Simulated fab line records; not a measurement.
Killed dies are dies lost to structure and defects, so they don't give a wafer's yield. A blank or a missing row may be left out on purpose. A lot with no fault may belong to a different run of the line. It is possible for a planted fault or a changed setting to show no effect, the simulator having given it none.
Which tool was responsible? ; flow nand_harc ; 19 wafers from 7 lots sampled at 2 of the route's 1302 steps

WHAT EACH GAUGE READ, for each wafer
NHARC_HYBRID_BOND_OVL_MEAS_05.
lot;measured;on;overlay_y_nm (nm)
L760;day 24 11:43;overlay-01;-3 -37 -4
L763;day 26 01:10;overlay-01;-20 68 29
L765;day 27 02:34;overlay-02;-44 20 -3
L767;day 27 07:45;overlay-02;36 -17 56
L770;day 29 03:59;overlay-02;29 -8 -42
L772;day 29 09:02;overlay-01;5 -62 14
L774;day 31 04:30;overlay-02;15

WHICH TOOL RAN EACH LOT (tool, then ch and the chambers of the sampled wafers, then the start)
lot;NHARC_A_BONDPAD_ANNEAL_28
L760;rtp_anneal-01 ch 0, day 24 02:22
L763;rtp_anneal-02 ch 0, day 25 14:49
L765;rtp_anneal-02 ch 0, day 26 16:14
L767;rtp_anneal-02 ch 0, day 27 00:25
L770;rtp_anneal-02 ch 0, day 28 17:43
L772;rtp_anneal-02 ch 0, day 28 23:29
L774;rtp_anneal-01 ch 0, day 30 21:33
- NHARC_A_BONDPAD_ANNEAL_28: time 90 s.

THE ANSWER, worked out from the rows above alone
Rule: usual is defined by the lots themselves. The widest of any qualifying gaps counts: lots, ordered by their means at a reading, are off when they make up no more than a third of the lots, leave a main group of 4 or more, and stand apart from it by 3 or more times the standard deviation of that group's means. A main group whose means are all the same, to the digits that the tables above print for the reading, isn't used. A lot without any number at a reading at which 4 lots or more have one is off too. The other lots that the step has rows for count as sound.
None of the lots is off at any reading shown; this tells nothing.

WHAT THE SIMULATOR PUT IN
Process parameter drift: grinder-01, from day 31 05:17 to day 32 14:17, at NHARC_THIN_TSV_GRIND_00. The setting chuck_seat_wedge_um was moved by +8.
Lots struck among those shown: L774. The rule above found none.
